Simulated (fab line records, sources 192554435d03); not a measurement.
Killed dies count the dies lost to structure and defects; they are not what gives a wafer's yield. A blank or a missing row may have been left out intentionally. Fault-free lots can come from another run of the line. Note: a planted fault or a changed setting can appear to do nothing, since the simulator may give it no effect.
Split-lot study | flow n5 finfet | 39 wafers read from 7 lots, route of 1938 steps

## SPLIT DETAILS
At N5_DUMMY_GATE_ETCH_37 (etches SOC in N2/H2, target depth 60 nm, overetch 30 nm), the setting source w was moved away from the recipe's 840 W on 12 of the 39 wafers read, by -14.6% to +16.3%. For the rest of the wafers, this setting stayed at what the recipe calls for.

Reading taken at the split's own step.

## THE READING
rf vpp V, in V, at N5_DUMMY_GATE_ETCH_37 (etches SOC in N2/H2, target depth 60 nm, overetch 30 nm). Typical for fault-free wafers on this fab line: 524.6 V, with standard deviation 2.2 V.

wafer  | tool, chamber at the split | source w as run, W | against the recipe | rf vpp V, V | against lot-mates on the recipe
L075.1 | rie diel-06, 3             | 840                | recipe             | 529.8       | -
L075.2 | rie diel-06, 0             | 840                | recipe             | 523.8       | -
L075.3 | rie diel-06, 2             | 840                | recipe             | 527.4       | -
L075.4 | rie diel-06, 1             | 840                | recipe             | 523.2       | -
L075.5 | rie diel-06, 0             | 840                | recipe             | 523.8       | -
L075.6 | rie diel-06, 3             | 840                | recipe             | 528.9       | -
L077.1 | rie diel-02, 0             | 930.1              | +10.7%             | 507.9       | -14.6
L077.2 | rie diel-02, 1             | 840                | recipe             | 521.4       | -
L077.3 | rie diel-02, 3             | 930.1              | +10.7%             | 505.4       | -17.1
L077.4 | rie diel-02, 2             | 930.1              | +10.7%             | 507.9       | -14.6
L077.5 | rie diel-02, 2             | 840                | recipe             | 525.0       | -
L077.6 | rie diel-02, 3             | 840                | recipe             | 521.1       | -
L084.2 | rie diel-06, 1             | 840                | recipe             | 523.4       | -
L084.3 | rie diel-06, 0             | 840                | recipe             | 523.4       | -
L084.4 | rie diel-06, 2             | 840                | recipe             | 527.3       | -
L087.1 | rie diel-06, 0             | 840                | recipe             | 522.3       | -
L087.2 | rie diel-06, 3             | 976.7              | +16.3%             | 501.5       | -22.3
L087.3 | rie diel-06, 1             | 976.7              | +16.3%             | 497.1       | -26.7
L087.4 | rie diel-06, 3             | 840                | recipe             | 527.5       | -
L087.5 | rie diel-06, 1             | 840                | recipe             | 521.6       | -
L087.6 | rie diel-06, 0             | 976.7              | +16.3%             | 496.5       | -27.3
L089.1 | rie diel-01, 1             | 717.1              | -14.6%             | 554.6       | +30.7
L089.2 | rie diel-01, 3             | 840                | recipe             | 525.3       | -
L089.3 | rie diel-01, 0             | 840                | recipe             | 521.3       | -
L089.4 | rie diel-01, 2             | 840                | recipe             | 525.1       | -
L089.5 | rie diel-01, 2             | 717.1              | -14.6%             | 554.6       | +30.7
L089.6 | rie diel-01, 1             | 717.1              | -14.6%             | 553.1       | +29.2
L091.1 | rie diel-06, 3             | 840                | recipe             | 526.7       | -
L091.2 | rie diel-06, 2             | 840                | recipe             | 526.9       | -
L091.3 | rie diel-06, 1             | 840                | recipe             | 524.2       | -
L091.4 | rie diel-06, 0             | 840                | recipe             | 522.5       | -
L091.5 | rie diel-06, 1             | 840                | recipe             | 523.4       | -
L091.6 | rie diel-06, 2             | 840                | recipe             | 525.5       | -
L092.1 | rie diel-02, 1             | 840                | recipe             | 521.6       | -
L092.2 | rie diel-02, 2             | 919                | +9.4%              | 509.5       | -13.1
L092.3 | rie diel-02, 3             | 919                | +9.4%              | 504.9       | -17.7
L092.4 | rie diel-02, 0             | 919                | +9.4%              | 510.3       | -12.3
L092.5 | rie diel-02, 3             | 840                | recipe             | 520.1       | -
L092.6 | rie diel-02, 2             | 840                | recipe             | 526.0       | -

THE FIT
A straight line over all 39 wafers: rf vpp V changes by -1.77 V for each +1% of source w; r = -0.98; the points scatter about the line by 2.7 V.
The same after taking each lot's own level away (the mean of its wafers on the recipe; 39 wafers): -1.72 V for each +1%; r = -0.98; scatter 2.7 V.
Per that fit: largest source w move, reading shift of 28 V.
The span of the lots' own levels, 522.50 to 526.15 V, comes to 1.7 times the standard deviation stated above.
Hence the lot-to-lot level has little effect on the slope; both slopes agree.
Check: for one of the wafers moved furthest among these (+16.3%), held out of the fit, the line's prediction against its lot-mates is -27.9 V. It came out at -22.3 V against them.
Tool readings at the split's step, against how far the setting was moved: rf vpp V r = -0.98.

## THE FILE'S OWN FIT
rf vpp V changes by -1.69 V for each +1% of source w, r = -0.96.
